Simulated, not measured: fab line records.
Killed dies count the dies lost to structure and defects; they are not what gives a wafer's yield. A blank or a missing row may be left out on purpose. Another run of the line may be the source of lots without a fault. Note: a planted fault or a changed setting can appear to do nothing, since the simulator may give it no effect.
Which tool was responsible? / flow n5 finfet / Sampling: 9 lots, 27 wafers, 6 of 1938 route steps

== WHAT THE GAUGES READ, wafer by wafer ==
N5_SD_EPI_P_INSPECT_26: inspects for defects (darkfield).
lot=L384; measured=day 3 14:05; on=defect inspect-02; raw defect count=242 168 183
lot=L386; measured=day 3 23:01; on=defect inspect-02; raw defect count=145 170 189
lot=L385; measured=day 4 04:16; on=defect inspect-02; raw defect count=148 196 200
lot=L387; measured=day 4 08:27; on=defect inspect-01; raw defect count=159 163 183
lot=L392; measured=day 5 11:34; on=defect inspect-02; raw defect count=212 219 190
lot=L395; measured=day 6 07:21; on=defect inspect-01; raw defect count=252 264 181
lot=L396; measured=day 6 18:14; on=defect inspect-02; raw defect count=238 290 217
lot=L406; measured=day 8 21:19; on=defect inspect-02; raw defect count=1419 1536 1402
lot=L407; measured=day 9 06:47; on=defect inspect-01; raw defect count=1452 1417 1459

N5_BEOL_M4_RC_MEAS_101.
lot=L384; measured=day 9 21:03; on=prober-02; DIBL_N (mV/V)=37.9 38.6 38.9; DIBL_P (mV/V)=37.9 38.6 40.7; IOFF_N (nA/um)=0.17 0.19 0.21; IOFF_P (nA/um)=0.20 0.22 0.26; ION_N (uA/um)=671 677 713; ION_P (uA/um)=454 459 480; SS_N (mV/dec)=72.0 72.0 71.7; SS_P (mV/dec)=73.3 73.4 73.4; VT_N (mV)=250.8 247.7 244.9; VT_P (mV)=-250 -249 -249
lot=L386; measured=day 8 19:38; on=prober-01; DIBL_N (mV/V)=37.7 32.4 36.1; DIBL_P (mV/V)=39.0 32.8 37.3; IOFF_N (nA/um)=0.21 0.11 0.18; IOFF_P (nA/um)=0.24 0.15 0.21; ION_N (uA/um)=684 666 682; ION_P (uA/um)=467 458 465; SS_N (mV/dec)=72.2 70.6 71.9; SS_P (mV/dec)=74.0 72.1 73.8; VT_N (mV)=244.9 253.1 246.9; VT_P (mV)=-249 -256 -250
lot=L385; measured=day 9 01:41; on=prober-02; DIBL_N (mV/V)=37.2 34.4 36.1; DIBL_P (mV/V)=37.9 34.7 36.9; IOFF_N (nA/um)=0.19 0.15 0.16; IOFF_P (nA/um)=0.27 0.20 0.24; ION_N (uA/um)=674 675 679; ION_P (uA/um)=466 464 473; SS_N (mV/dec)=71.7 72.2 72.1; SS_P (mV/dec)=73.9 72.8 74.3; VT_N (mV)=244.5 250.0 250.0; VT_P (mV)=-245 -248 -245
lot=L387; measured=day 8 22:56; on=prober-02; DIBL_N (mV/V)=38.7 35.8 34.1; DIBL_P (mV/V)=40.6 36.7 33.8; IOFF_N (nA/um)=0.22 0.14 0.12; IOFF_P (nA/um)=0.26 0.18 0.15; ION_N (uA/um)=701 676 667; ION_P (uA/um)=473 455 454; SS_N (mV/dec)=72.0 71.4 71.0; SS_P (mV/dec)=74.6 73.2 72.5; VT_N (mV)=242.9 251.4 251.3; VT_P (mV)=-248 -256 -256
lot=L392; measured=day 10 03:49; on=prober-01; DIBL_N (mV/V)=37.7 37.6 34.5; DIBL_P (mV/V)=37.9 37.6 35.4; IOFF_N (nA/um)=0.15 0.16 0.11; IOFF_P (nA/um)=0.19 0.18 0.15; ION_N (uA/um)=665 673 655; ION_P (uA/um)=458 454 452; SS_N (mV/dec)=71.3 71.9 70.6; SS_P (mV/dec)=74.0 72.9 73.1; VT_N (mV)=251.8 252.4 255.9; VT_P (mV)=-255 -257 -258
lot=L395; measured=day 11 00:59; on=prober-01; DIBL_N (mV/V)=38.3 37.0 35.7; DIBL_P (mV/V)=38.8 36.4 34.3; IOFF_N (nA/um)=0.17 0.16 0.14; IOFF_P (nA/um)=0.24 0.21 0.17; ION_N (uA/um)=671 691 672; ION_P (uA/um)=463 468 457; SS_N (mV/dec)=71.8 71.1 71.4; SS_P (mV/dec)=75.1 73.4 72.9; VT_N (mV)=250.1 248.5 251.5; VT_P (mV)=-246 -252 -251
lot=L396; measured=day 11 19:04; on=prober-02; DIBL_N (mV/V)=39.2 37.0 38.2; DIBL_P (mV/V)=40.1 38.1 39.8; IOFF_N (nA/um)=0.20 0.16 0.20; IOFF_P (nA/um)=0.23 0.19 0.23; ION_N (uA/um)=673 679 686; ION_P (uA/um)=452 458 465; SS_N (mV/dec)=72.7 71.3 72.0; SS_P (mV/dec)=74.4 74.2 74.5; VT_N (mV)=249.5 249.1 248.2; VT_P (mV)=-252 -253 -250

== WHAT TOOL EACH LOT RAN ON (gives the tool, then ch and the chambers of the sampled wafers, and finally the start) ==
lot=L384; N5_SD_EPI_N_STRIP_38=plasma asher-02 ch 0,1, day 3 05:44; N5_SD_EPI_N_LINER_46=ald sin-03 ch 0,1, day 3 09:37; N5_SD_EPI_P_ETCH_47=rie diel-06 ch 1,2, day 3 10:52; N5_SD_EPI_P_STRIP_40=plasma asher-02 ch 0,1, day 3 11:11
lot=L386; N5_SD_EPI_N_STRIP_38=plasma asher-02 ch 1, day 3 15:38; N5_SD_EPI_N_LINER_46=ald sin-01 ch 0,1,2, day 3 18:33; N5_SD_EPI_P_ETCH_47=rie diel-06 ch 1,2,3, day 3 19:49; N5_SD_EPI_P_STRIP_40=plasma asher-01 ch 0,1, day 3 20:08
lot=L385; N5_SD_EPI_N_STRIP_38=plasma asher-02 ch 0,1, day 3 19:19; N5_SD_EPI_N_LINER_46=ald sin-02 ch 0,1,3, day 3 22:58; N5_SD_EPI_P_ETCH_47=rie diel-02 ch 1,2, day 4 00:14; N5_SD_EPI_P_STRIP_40=plasma asher-01 ch 0,1, day 4 00:32
lot=L387; N5_SD_EPI_N_STRIP_38=plasma asher-02 ch 0,1, day 4 01:09; N5_SD_EPI_N_LINER_46=ald sin-03 ch 1,3, day 4 04:04; N5_SD_EPI_P_ETCH_47=rie diel-04 ch 1,3, day 4 05:14; N5_SD_EPI_P_STRIP_40=plasma asher-01 ch 0, day 4 05:34
lot=L392; N5_SD_EPI_N_STRIP_38=plasma asher-02 ch 0,1, day 5 02:26; N5_SD_EPI_N_LINER_46=ald sin-03 ch 0,1,3, day 5 07:06; N5_SD_EPI_P_ETCH_47=rie diel-02 ch 1,2,3, day 5 08:21; N5_SD_EPI_P_STRIP_40=plasma asher-02 ch 0,1, day 5 08:40
lot=L395; N5_SD_EPI_N_STRIP_38=plasma asher-01 ch 0,1, day 5 23:11; N5_SD_EPI_N_LINER_46=ald sin-03 ch 1,2,3, day 6 02:07; N5_SD_EPI_P_ETCH_47=rie diel-06 ch 0,1,3, day 6 04:08; N5_SD_EPI_P_STRIP_40=plasma asher-01 ch 0,1, day 6 04:28
lot=L396; N5_SD_EPI_N_STRIP_38=plasma asher-02 ch 0, day 6 10:49; N5_SD_EPI_N_LINER_46=ald sin-01 ch 1,2,3, day 6 13:54; N5_SD_EPI_P_ETCH_47=rie diel-02 ch 0,1,3, day 6 15:02; N5_SD_EPI_P_STRIP_40=plasma asher-01 ch 0,1, day 6 15:22
lot=L406; N5_SD_EPI_N_STRIP_38=plasma asher-02 ch 0,1, day 8 13:50; N5_SD_EPI_N_LINER_46=ald sin-03 ch 1,2,3, day 8 16:44; N5_SD_EPI_P_ETCH_47=rie diel-06 ch 0,2, day 8 17:59; N5_SD_EPI_P_STRIP_40=plasma asher-01 ch 0,1, day 8 18:19
lot=L407; N5_SD_EPI_N_STRIP_38=plasma asher-02 ch 0,1, day 8 21:38; N5_SD_EPI_N_LINER_46=ald sin-01 ch 0,2, day 9 02:19; N5_SD_EPI_P_ETCH_47=rie diel-04 ch 0,1, day 9 03:34; N5_SD_EPI_P_STRIP_40=plasma asher-01 ch 1, day 9 03:53
- N5_SD_EPI_N_STRIP_38: strips in N2/H2.
- N5_SD_EPI_N_LINER_46: material SiNx, target thk 3 nm.
- N5_SD_EPI_P_ETCH_47: etches SiOCN in CH3F/O2, target depth 25 nm.
- N5_SD_EPI_P_STRIP_40: strips in N2/H2.

== AS READ BY THE TOOLS THEMSELVES (means over the sampled wafers that have a number; for cases with no such wafer, the mark the record gives instead) ==
N5_SD_EPI_N_STRIP_38.
lot=L384; tool=plasma asher-02; drypump motor current A (A)=5.9; h2 flow sccm (sccm)=3250; heater power w (W)=398; oes product au (a.u.)=0.760
lot=L386; tool=plasma asher-02; drypump motor current A (A)=5.2; h2 flow sccm (sccm)=3249; heater power w (W)=396; oes product au (a.u.)=0.749
lot=L385; tool=plasma asher-02; drypump motor current A (A)=5.6; h2 flow sccm (sccm)=3248; heater power w (W)=390; oes product au (a.u.)=0.754
lot=L387; tool=plasma asher-02; drypump motor current A (A)=5.9; h2 flow sccm (sccm)=3249; heater power w (W)=395; oes product au (a.u.)=0.764
lot=L392; tool=plasma asher-02; drypump motor current A (A)=5.9; h2 flow sccm (sccm)=3251; heater power w (W)=400; oes product au (a.u.)=0.762
lot=L395; tool=plasma asher-01; drypump motor current A (A)=5.9; h2 flow sccm (sccm)=3239; heater power w (W)=323; oes product au (a.u.)=0.769
lot=L396; tool=plasma asher-02; drypump motor current A (A)=6.3; h2 flow sccm (sccm)=3237; heater power w (W)=406; oes product au (a.u.)=0.768
lot=L406; tool=plasma asher-02; drypump motor current A (A)=5.6; h2 flow sccm (sccm)=3247; heater power w (W)=398; oes product au (a.u.)=0.758
lot=L407; tool=plasma asher-02; drypump motor current A (A)=5.9; h2 flow sccm (sccm)=3254; heater power w (W)=393; oes product au (a.u.)=0.763

N5_SD_EPI_N_LINER_46.
lot=L384; tool=ald sin-03; heater power w (W)=866
lot=L386; tool=ald sin-01; heater power w (W)=818
lot=L385; tool=ald sin-02; heater power w (W)=893
lot=L387; tool=ald sin-03; heater power w (W)=855
lot=L392; tool=ald sin-03; heater power w (W)=823
lot=L395; tool=ald sin-03; heater power w (W)=779
lot=L396; tool=ald sin-01; heater power w (W)=807
lot=L406; tool=ald sin-03; heater power w (W)=800
lot=L407; tool=ald sin-01; heater power w (W)=740

N5_SD_EPI_P_ETCH_47.
lot=L384; tool=rie diel-06; bias w (W)=29.02; drypump motor current A (A)=5.9; oes_f_703_au (a.u.)=0.75; oes product au (a.u.)=0.75; rf vpp V (V)=127.5; showerhead plenum p Torr (Torr)=2.03; throttle valve pct (%)=16.13
lot=L386; tool=rie diel-06; bias w (W)=28.96; drypump motor current A (A)=5.9; oes_f_703_au (a.u.)=0.78; oes product au (a.u.)=0.79; rf vpp V (V)=127.8; showerhead plenum p Torr (Torr)=1.98; throttle valve pct (%)=16.34
lot=L385; tool=rie diel-02; bias w (W)=29.05; drypump motor current A (A)=5.7; oes_f_703_au (a.u.)=0.73; oes product au (a.u.)=0.74; rf vpp V (V)=129.2; showerhead plenum p Torr (Torr)=2.02; throttle valve pct (%)=16.51
lot=L387; tool=rie diel-04; bias w (W)=29.01; drypump motor current A (A)=5.5; oes_f_703_au (a.u.)=0.86; oes product au (a.u.)=0.84; rf vpp V (V)=127.0; showerhead plenum p Torr (Torr)=2.04; throttle valve pct (%)=16.16
lot=L392; tool=rie diel-02; bias w (W)=29.07; drypump motor current A (A)=5.7; oes_f_703_au (a.u.)=0.90; oes product au (a.u.)=0.90; rf vpp V (V)=127.2; showerhead plenum p Torr (Torr)=2.04; throttle valve pct (%)=16.29
lot=L395; tool=rie diel-06; bias w (W)=28.95; drypump motor current A (A)=5.9; oes_f_703_au (a.u.)=0.84; oes product au (a.u.)=0.84; rf vpp V (V)=127.7; showerhead plenum p Torr (Torr)=1.96; throttle valve pct (%)=16.34
lot=L396; tool=rie diel-02; bias w (W)=28.98; drypump motor current A (A)=6.1; oes_f_703_au (a.u.)=0.80; oes product au (a.u.)=0.79; rf vpp V (V)=127.2; showerhead plenum p Torr (Torr)=1.99; throttle valve pct (%)=16.40
lot=L406; tool=rie diel-06; bias w (W)=28.97; drypump motor current A (A)=5.9; oes_f_703_au (a.u.)=0.79; oes product au (a.u.)=0.78; rf vpp V (V)=127.9; showerhead plenum p Torr (Torr)=2.08; throttle valve pct (%)=16.03
lot=L407; tool=rie diel-04; bias w (W)=29.06; drypump motor current A (A)=6.2; oes_f_703_au (a.u.)=0.68; oes product au (a.u.)=0.67; rf vpp V (V)=128.1; showerhead plenum p Torr (Torr)=1.91; throttle valve pct (%)=16.67

N5_SD_EPI_P_STRIP_40.
lot=L384; tool=plasma asher-02; drypump motor current A (A)=5.9; h2 flow sccm (sccm)=3249; heater power w (W)=397; oes product au (a.u.)=0.756
lot=L386; tool=plasma asher-01; drypump motor current A (A)=5.8; h2 flow sccm (sccm)=3247; heater power w (W)=312; oes product au (a.u.)=0.749
lot=L385; tool=plasma asher-01; drypump motor current A (A)=5.9; h2 flow sccm (sccm)=3250; heater power w (W)=325; oes product au (a.u.)=0.761
lot=L387; tool=plasma asher-01; drypump motor current A (A)=5.7; h2 flow sccm (sccm)=3252; heater power w (W)=291; oes product au (a.u.)=0.756
lot=L392; tool=plasma asher-02; drypump motor current A (A)=5.6; h2 flow sccm (sccm)=3253; heater power w (W)=393; oes product au (a.u.)=0.752
lot=L395; tool=plasma asher-01; drypump motor current A (A)=5.9; h2 flow sccm (sccm)=3242; heater power w (W)=327; oes product au (a.u.)=0.760
lot=L396; tool=plasma asher-01; drypump motor current A (A)=5.9; h2 flow sccm (sccm)=3243; heater power w (W)=332; oes product au (a.u.)=0.770
lot=L406; tool=plasma asher-01; drypump motor current A (A)=-; h2 flow sccm (sccm)=-; heater power w (W)=-; oes product au (a.u.)=-
lot=L407; tool=plasma asher-01; drypump motor current A (A)=-; h2 flow sccm (sccm)=-; heater power w (W)=-; oes product au (a.u.)=-

== THE ANSWER, worked out from the rows above alone ==
Rule: the usual values come from the lots themselves. Put in order of their means at a reading, lots are off if they are a third of the lots or fewer, leave a main group of 4 or more, and stand apart from it by a gap of 3 or more times the standard deviation of the main group's means; of several such gaps the widest counts. If all means in a main group match to the digits the tables above print for the reading, that group is not used. A lot without any number at a reading at which 4 lots or more have one is off too. The other lots that the step has rows for count as sound. The gauges are gone through in route order, then the tools' own readings, and for those a lot's mean is taken as printed above. At the first step where some lot is off, the reading lying furthest off is the one used; lots without a number count as furthest.
Off, at N5_SD_EPI_P_INSPECT_26 on raw defect count: L406, L407. The main group has a mean of 200 with a standard deviation of 29.
If a tool, at a process step before that reading, ran all the lots that are off and no sound lot after the first of them, it fits. The gauges at N5_SD_EPI_P_INSPECT_26 aren't tried: what is off there is off at N5_SD_EPI_P_STRIP_40 too, on other tools, and a gauge's error can't cause that. Undecided on this evidence; 2 tools fit (plasma asher-02 at N5_SD_EPI_N_STRIP_38, plasma asher-01 at N5_SD_EPI_P_STRIP_40).

== WHAT WAS PUT IN BY THE SIMULATOR ==
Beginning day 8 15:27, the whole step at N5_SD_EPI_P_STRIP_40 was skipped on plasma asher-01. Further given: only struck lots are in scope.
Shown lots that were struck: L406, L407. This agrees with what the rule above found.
